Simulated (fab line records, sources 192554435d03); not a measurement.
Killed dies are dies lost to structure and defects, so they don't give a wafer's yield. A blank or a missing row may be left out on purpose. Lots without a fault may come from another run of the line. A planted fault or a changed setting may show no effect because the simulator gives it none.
fab line records | flow n5_finfet
record lots=9 wafers=26 last_day=15
route steps=1938 shown SDB@359 DUMMY_REMOVAL@382 BEOL_M4@1111 PASSIVATION@1936
lots that met no fault: from a run of the same line without faults
start_h: hours from the record's first day to the start of the lot's first wafer shown | wait_h: hours since the lot's step before | " the same as in the row above | L1.1+2: a row that stands for several wafers | - no value, or no start given | * or withheld: withheld | < > ~ a bound
route shown NAME@n: a module of which the file shows steps, and the number in the route of the first | usual: mean/standard deviation of fault-free wafers | same: alike in all rows | chamber/n: place in a boat | sites: the reading at each site | _std_site: their standard deviation | _edge_site: outer sites' mean less inner sites' | radius_mm: how far each site lies from the wafer's centre | mask NAME#n: copy n | behind: the tool/chamber that last shaped the wafer | hold: why the lot was held/for how many hours/how that ended | device: the transistor (n, p or np) that didn't switch | end of line: the same wafers' tests at the end of the route | a step without rows: its recipe alone | killed: dies lost to structure and defects at the first sort, not the wafer's yield | map: a wafer's dies, x killed, . not, _ none there
set.NAME: the setting as run; set.NAME@STEP: as run at that earlier step | model.NAME: the simulator's own value behind a step, which no gauge read
steps of the route over a sample of lots; a table a step, a row a wafer
services: from which hour (start_h, from the record's first day; less than 0 if before it) a tool's chamber was out of use, for how many hours, and why
## steps
# step N5_SDB_DESCUM_16
# recipe chemistry=O2 time_s=7.9 source_power_w=50 bias_power_w=20 pressure_mtorr=20 rf_frequency_hz=2.712e+07 temp_c=40 resist=CAR-ArF o2_flow_sccm=225
# usual drypump_motor_current_A=5.6/0.5 o2_flow_sccm=225.1/0.65 oes_product_au=0.84/0.069 rf_vpp_V=243.5/1.5 showerhead_plenum_p_Torr=2.11/0.088 throttle_valve_pct=20.36/0.18
# columns lot.wafer tool chamber start_h wait_h drypump_motor_current_A o2_flow_sccm oes_product_au rf_hours_counter_h rf_vpp_V showerhead_plenum_p_Torr throttle_valve_pct
L768.4 rie_diel-06 2 71.73 0.1 5.4 224.9 0.94 - 244.4 2.23 20.45
L768.5 " 3 " " 5.1 225.2 0.91 - 244.7 2.21 20.26
L768.6 " 1 " " 6.7 225.1 0.83 - 240.9 2.02 20.42
L770.1 rie_diel-02 2 80.40 0.0 5.7 225.6 0.86 40 243.2 2.25 20.40
L770.3 " 3 " " 4.7 224.0 0.90 32 241.1 2.04 20.43
L770.4 " 0 " " 5.8 225.3 0.96 2 243.4 2.13 19.95
L772.1 rie_diel-06 2 94.85 0.3 5.4 225.2 0.93 14 244.7 2.23 20.45
L772.2 " 1 " " 6.6 225.7 0.82 88 241.4 2.02 20.44
L772.4 " 3 " " 5.2 226.2 0.90 33 245.8 2.20 20.28
L774.1 rie_diel-01 2 105.36 0.0 6.4 224.3 0.72 228 242.7 2.05 20.38
L774.5 " 2 " " 6.4 226.1 0.73 - 242.9 2.05 20.39
L774.6 " 3 " " 5.7 225.4 0.92 - 242.5 2.05 20.33
L775.2 rie_diel-02 3 108.44 0.7 4.8 225.3 0.89 44 243.0 2.04 20.46
L775.3 " 0 " " 5.8 224.7 0.91 15 244.8 2.13 20.00
L775.5 " 3 " " 4.7 225.8 0.88 - 242.7 2.04 20.44
L777.1 rie_diel-02 0 127.18 1.4 5.8 226.0 0.88 24 243.0 2.12 19.99
L777.5 " 3 " " 4.7 224.8 0.86 - 243.9 2.03 20.46
L778.1 rie_diel-02 3 131.54 1.0 4.8 225.2 0.85 56 242.0 2.03 20.45
L778.2 " 2 " " 5.8 225.6 0.82 64 246.2 2.24 20.43
L778.4 " 0 " " 5.8 225.3 0.88 26 244.3 2.12 19.97
L782.3 rie_diel-01 0 153.41 0.0 6.1 225.8 0.72 217 240.7 1.98 20.59
L782.5 " 0 " " 6.1 224.5 0.72 - 240.3 1.98 20.59
L782.6 " 1 " " 5.3 225.2 0.69 - 242.7 2.08 20.49
L784.3 rie_diel-02 0 164.83 0.0 5.8 225.6 0.86 37 242.2 2.12 20.01
L784.5 " 0 " " 5.8 225.8 0.86 - 243.9 2.12 19.99
L784.6 " 3 " " 4.7 224.7 0.84 - 242.3 2.03 20.49
# step N5_SDB_ETCH_18
# recipe chemistry=N2/H2 target=SOC target_depth_a=1000 overetch_a=200 mask_material=SiARC temp_c=40 time_s=150 ion_energy_ev=200 pressure_mtorr=30 source_w=840 bias_w=150 n2_flow_sccm=200 h2_flow_sccm=200
# usual drypump_motor_current_A=5.6/0.51 oes_product_au=0.75/0.06 rf_vpp_V=524.5/2.8 showerhead_plenum_p_Torr=2.57/0.1 throttle_valve_pct=17.72/0.18
# columns lot.wafer tool chamber start_h wait_h drypump_motor_current_A oes_product_au rf_hours_counter_h rf_vpp_V showerhead_plenum_p_Torr throttle_valve_pct
L768.4 rie_diel-06 2 71.85 0.1 5.4 0.85 - 528.9 2.72 17.79
L768.5 " 3 " " 5.1 0.82 - 528.6 2.68 17.53
L768.6 " 1 " " 6.7 0.75 - 522.3 2.47 17.91
L770.1 rie_diel-02 2 80.47 0.0 5.8 0.76 40 529.2 2.71 17.67
L770.3 " 3 " " 4.7 0.79 32 522.4 2.47 17.71
L770.4 " 0 " " 5.8 0.85 2 524.2 2.62 17.48
L772.1 rie_diel-06 2 94.92 0.0 5.4 0.83 14 529.8 2.71 17.81
L772.2 " 1 " " 6.7 0.73 88 520.3 2.47 17.94
L772.4 " 3 " " 5.1 0.79 33 527.7 2.68 17.55
L774.1 rie_diel-01 2 105.43 0.0 6.4 0.64 228 523.7 2.50 17.84
L774.5 " 2 " " 6.4 0.64 - 524.1 2.50 17.83
L774.6 " 3 " " 5.7 0.83 - 523.5 2.49 17.66
L775.2 rie_diel-02 3 108.51 0.0 4.7 0.77 44 522.4 2.47 17.70
L775.3 " 0 " " 5.8 0.82 15 527.3 2.62 17.51
L775.5 " 3 " " 4.7 0.78 - 522.5 2.47 17.72
L777.1 rie_diel-02 0 127.25 0.0 5.8 0.80 24 523.6 2.61 17.54
L777.5 " 3 " " 4.7 0.76 - 520.7 2.47 17.74
L778.1 rie_diel-02 3 131.61 0.0 4.8 0.76 56 521.5 2.46 17.74
L778.2 " 2 " " 5.7 0.74 64 528.1 2.70 17.71
L778.4 " 0 " " 5.8 0.79 26 525.2 2.61 17.54
L782.3 rie_diel-01 0 153.48 0.0 6.1 0.65 217 521.6 2.41 18.03
L782.5 " 0 " " 6.1 0.65 - 518.8 2.41 18.02
L782.6 " 1 " " 5.3 0.64 - 523.1 2.53 17.98
L784.3 rie_diel-02 0 164.90 0.0 5.8 0.77 37 526.3 2.61 17.57
L784.5 " 0 " " 5.8 0.77 - 526.1 2.61 17.55
L784.6 " 3 " " 4.8 0.75 - 521.4 2.46 17.77
# step N5_SDB_ETCH_25
# recipe chemistry=C4F6/O2 target=SiO2 target_depth_a=100 time_s=3.3 ion_energy_ev=250 mask_material=SiNx pressure_mtorr=30 source_w=345 bias_w=185 Ar_flow_sccm=300 C4F6_flow_sccm=10 O2_flow_sccm=10
# usual drypump_motor_current_A=5.7/0.51 mfc_ar_sccm=299.9/0.85 oes_product_au=0.82/0.083 rf_vpp_V=664/6.7 showerhead_plenum_p_Torr=2.85/0.11 throttle_valve_pct=21.13/0.17
# columns lot.wafer tool chamber start_h wait_h drypump_motor_current_A mfc_ar_sccm oes_product_au rf_hours_counter_h rf_vpp_V showerhead_plenum_p_Torr throttle_valve_pct
L768.4 rie_diel-06 1 72.79 0.5 6.7 300.3 0.83 - 668 2.75 21.11
L768.5 " 3 " " 5.2 300.6 0.91 - 680 3.00 21.04
L768.6 " 2 " " 5.4 300.1 0.96 - 672 3.03 21.22
L770.1 rie_diel-01 0 80.97 0.0 6.1 298.8 0.75 183 657 2.73 21.37
L770.3 " 1 " " 5.4 298.7 0.72 173 665 2.83 21.19
L770.4 " 0 " " 6.1 298.6 0.75 - 658 2.73 21.38
L772.1 rie_diel-01 1 95.40 0.1 5.3 300.2 0.71 180 665 2.83 21.20
L772.2 " 3 " " 5.7 300.5 0.95 2 667 2.79 21.04
L772.4 " 2 " " 6.3 300.4 0.72 224 657 2.80 21.20
L774.1 rie_diel-01 2 106.81 1.0 6.4 299.4 0.71 228 661 2.80 21.21
L774.5 " 1 " " 5.3 298.8 0.72 - 665 2.83 21.22
L774.6 " 0 " " 6.1 300.0 0.75 - 656 2.72 21.39
L775.2 rie_diel-01 1 109.92 1.0 5.3 300.4 0.72 186 665 2.83 21.20
L775.3 " 0 " " 6.1 301.8 0.75 196 655 2.72 21.39
L775.5 " 2 " " 6.4 300.4 0.72 - 658 2.80 21.21
L777.1 rie_diel-02 2 128.81 1.1 5.8 299.8 0.83 63 654 2.99 20.97
L777.5 " 0 " " 5.8 301.1 0.88 - 659 2.92 20.89
L778.1 rie_diel-02 1 133.45 1.4 5.6 300.3 0.86 47 661 2.87 20.81
L778.2 " 0 " " 5.8 299.8 0.87 27 658 2.92 20.90
L778.4 " 2 " " 5.8 298.1 0.82 65 653 2.99 20.97
L782.3 rie_diel-06 3 153.94 0.0 5.1 299.4 0.88 43 680 2.99 21.06
L782.5 " 0 " " 5.3 299.9 0.92 - 674 3.02 21.12
L782.6 " 1 " " 6.6 300.0 0.80 - 666 2.74 21.14
L784.3 rie_diel-02 1 165.40 0.0 5.6 299.3 0.84 58 661 2.87 20.81
L784.5 " 3 " " 4.8 300.6 0.83 - 663 2.75 21.19
L784.6 " 2 " " 5.8 299.6 0.82 - 654 2.99 20.98
# step N5_DUMMY_REMOVAL_PRECLEAN_08
# recipe chemistry=NF3:NH3 afs_cycles=2 temp_c=30 time_s=20 sublimation_temp_c=180 sublimation_time_s=60 pressure_torr=3 rf_power_w=30
# usual time_s=20/0
# columns lot.wafer tool chamber start_h wait_h time_s
L768.4 remote_plasma-02 0 76.44 0.1 20
L768.5 " 0 " " 20
L768.6 " 0 " " 20
L770.1 remote_plasma-02 1 84.73 0.0 20
L770.3 " 1 " " 20
L770.4 " 1 " " 20
L772.1 remote_plasma-02 1 98.99 0.0 20
L772.2 " 1 " " 20
L772.4 " 1 " " 20
L774.1 remote_plasma-02 1 110.40 0.0 20
L774.5 " 1 " " 20
L774.6 " 1 " " 20
L775.2 remote_plasma-02 0 113.53 0.1 20
L775.3 " 0 " " 20
L775.5 " 0 " " 20
L777.1 remote_plasma-01 1 132.64 0.0 20
L777.5 " 1 " " 20
L778.1 remote_plasma-02 0 137.04 0.0 20
L778.2 " 0 " " 20
L778.4 " 0 " " 20
L782.3 remote_plasma-02 0 157.73 0.2 15.04
L782.5 " 0 " " 15.04
L782.6 " 0 " " 20
L784.3 remote_plasma-02 1 169.05 0.1 15.04
L784.5 " 1 " " 15.04
L784.6 " 1 " " 20
# step N5_BEOL_M4_RC_MEAS_101
# usual DIBL_N=36.1/1.5 DIBL_P=36.1/1.9 IOFF_N=0.159/0.029 IOFF_P=0.21/0.038 ION_N=675/11 ION_P=464/8.1 SS_N=71.5/0.57 SS_P=73.3/0.64 VT_N=249/3.1 VT_P=-250/3.8
# columns lot.wafer tool chamber start_h wait_h DIBL_N[mV/V] DIBL_P[mV/V] IOFF_N[nA/um] IOFF_P[nA/um] ION_N[uA/um] ION_P[uA/um] SS_N[mV/dec] SS_P[mV/dec] VT_N[mV] VT_P[mV]
L768.4 prober-01 0 158.90 0.5 37.0 37.6 0.149 0.21 664 462 71.6 73.3 249 -251
L768.5 " 0 " " 35.4 34.6 0.118 0.17 654 457 71.8 72.9 255 -254
L768.6 " 0 " " 37.2 38.3 0.144 0.22 664 461 71.6 73.2 252 -251
L770.1 prober-02 0 176.70 0.0 33.6 32.4 0.118 0.18 668 461 71.4 72.6 257 -248
L770.3 " 0 " " 35.6 35.8 0.147 0.22 680 471 72.0 73.4 251 -249
L770.4 " 0 " " 36.6 36.9 0.173 0.24 691 471 72.1 73.4 248 -249
L772.1 prober-02 0 192.89 0.1 34.6 34.7 0.141 0.19 683 467 70.9 72.6 250 -252
L772.2 " 0 " " 36.3 36.2 0.157 0.21 676 466 72.1 73.3 249 -250
L772.4 " 0 " " 35.7 35.8 0.162 0.21 677 469 71.3 72.5 249 -249
L774.1 prober-02 0 199.70 0.0 38.1 37.4 0.169 0.23 670 461 72.0 73.6 250 -250
L774.5 " 0 " " 36.5 35.2 0.151 0.20 679 469 71.3 73.0 249 -250
L774.6 " 0 " " 37.6 35.9 0.170 0.20 669 458 71.9 73.2 247 -251
L775.2 prober-01 0 201.29 0.2 41.1 40.4 0.279 0.29 694 470 72.1 74.6 245 -248
L775.3 " 0 " " 36.9 36.6 0.175 0.21 679 460 71.8 73.2 249 -252
L775.5 " 0 " " 38.0 37.7 0.186 0.23 684 465 72.0 74.4 247 -251
L777.1 prober-02 0 220.88 0.0 37.8 37.7 0.172 0.25 677 474 71.8 73.7 247 -246
L777.5 " 0 " " 36.9 36.1 0.151 0.23 676 466 71.4 73.1 249 -247
L778.1 prober-01 0 221.25 0.0 38.4 39.8 0.223 0.27 690 473 71.5 73.7 245 -246
L778.2 " 0 " " 35.0 35.6 0.157 0.22 676 471 71.9 73.3 247 -249
L778.4 " 0 " " 34.1 34.0 0.149 0.19 677 467 71.1 72.8 247 -251
L782.3 prober-02 0 249.42 0.6 37.4 36.2 0.181 0.19 676 453 71.1 73.4 248 -253
L782.5 " 0 " " 36.8 36.2 0.184 0.21 691 470 70.7 73.4 247 -252
L782.6 " 0 " " 37.0 36.4 0.184 0.19 686 452 71.6 74.3 245 -254
L784.3 prober-01 0 266.64 0.3 33.1 32.9 0.117 0.18 666 463 70.9 72.6 252 -253
L784.5 " 0 " " 35.0 34.4 0.136 0.20 666 462 70.6 72.5 254 -251
L784.6 " 0 " " 35.7 35.1 0.150 0.21 663 458 71.1 73.2 249 -248
# step N5_PASSIVATION_PROBE_49
# usual defect_limited_yield=91.5/1.6 killed_at_M0_to_M3=33/10 killed_at_M4_up=13/5.6 killed_at_contacts=13/6 killed_at_front_end=39/12 killed_at_other=3.0/2.8 killed_dies=101/19 killed_open=65/13 killed_short=32/8.3 sort_bin_4_leakage=0.00/0.0072 sort_bin_5_function=5.0/1 sort_bin_6_memory=3.1/0.69 sort_n_pass=1079/19 sort_yield_pct=91.5/1.6
# same gross_dies=1180 killed_at_back_side=0 sort_bin_8_speed[%]=0
# columns lot.wafer tool chamber start_h wait_h defect_limited_yield[%] killed_at_M0_to_M3 killed_at_M4_up killed_at_contacts killed_at_front_end killed_at_other killed_dies killed_open killed_short sort_bin_4_leakage[%] sort_bin_5_function[%] sort_bin_6_memory[%] sort_n_pass sort_yield_pct[%]
L784.5 prober-02 - 364.03 0.2 91.9 28 6 18 43 1 96 65 24 0 4.7 2.8 1084 91.9
# killed by level:class
L784.5 MOL_CONTACT_COAG:geometric_particle:open=15 BEOL_M2:geometric_particle:open=9 DUMMY_GATE:geometric_particle:open=6 HKMG_FIN:area_etch=6 FIN_SAQP:geometric_particle:short=5 BEOL_M3:geometric_particle:open=5 BEOL_M1:geometric_particle:short=5 FIN_SAQP:geometric_particle:open=4
## services
# columns tool chamber start_h hours kind
rie_diel-02 0 54.64 - clean
rie_diel-02 0 54.64 - consumable_replace:focus_ring
rie_diel-02 0 54.64 18.1 scheduled_down
rie_diel-02 0 54.64 18.1 vent_cycle
rie_diel-01 3 59.68 14.2 repair
rie_diel-01 - 68.27 2.8 pm
rie_diel-02 1 68.50 2.2 repair
rie_diel-06 0 68.51 6.8 repair
rie_diel-01 3 73.94 - clean
rie_diel-01 3 73.94 - consumable_replace:focus_ring
rie_diel-01 3 73.94 15.8 scheduled_down
rie_diel-01 3 73.94 15.8 vent_cycle
rie_diel-06 2 83.58 4.7 repair
rie_diel-02 2 92.12 3.4 repair
rie_diel-06 - 104.51 28.1 pm
rie_diel-02 0 145.20 4.2 repair
rie_diel-01 2 155.86 - clean
rie_diel-01 2 155.86 - consumable_replace:focus_ring
rie_diel-01 2 155.86 24.8 scheduled_down
rie_diel-01 2 155.86 24.8 vent_cycle
## key
first_sign step=N5_DUMMY_REMOVAL_PRECLEAN_08 reading=time_s direction=down sigmas=99+ usual=* struck=*
effect none on later readings
met_at N5_DUMMY_REMOVAL_PRECLEAN_08
struck_lots L782,L784
struck_wafers L782.3,L782.5,L784.3,L784.5
not_acting_at N5_SDB_DESCUM_16,N5_SDB_ETCH_18,N5_SDB_ETCH_25
onset_between 137.04 157.73
fault kind=process_parameter_drift tool=remote_plasma-02 chamber=- onset_h=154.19 steps=N5_DUMMY_REMOVAL_PRECLEAN_08 channel=time_s offset=* shape=step end_h=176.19 scope=struck_wafers_only acts_in=* stated=*
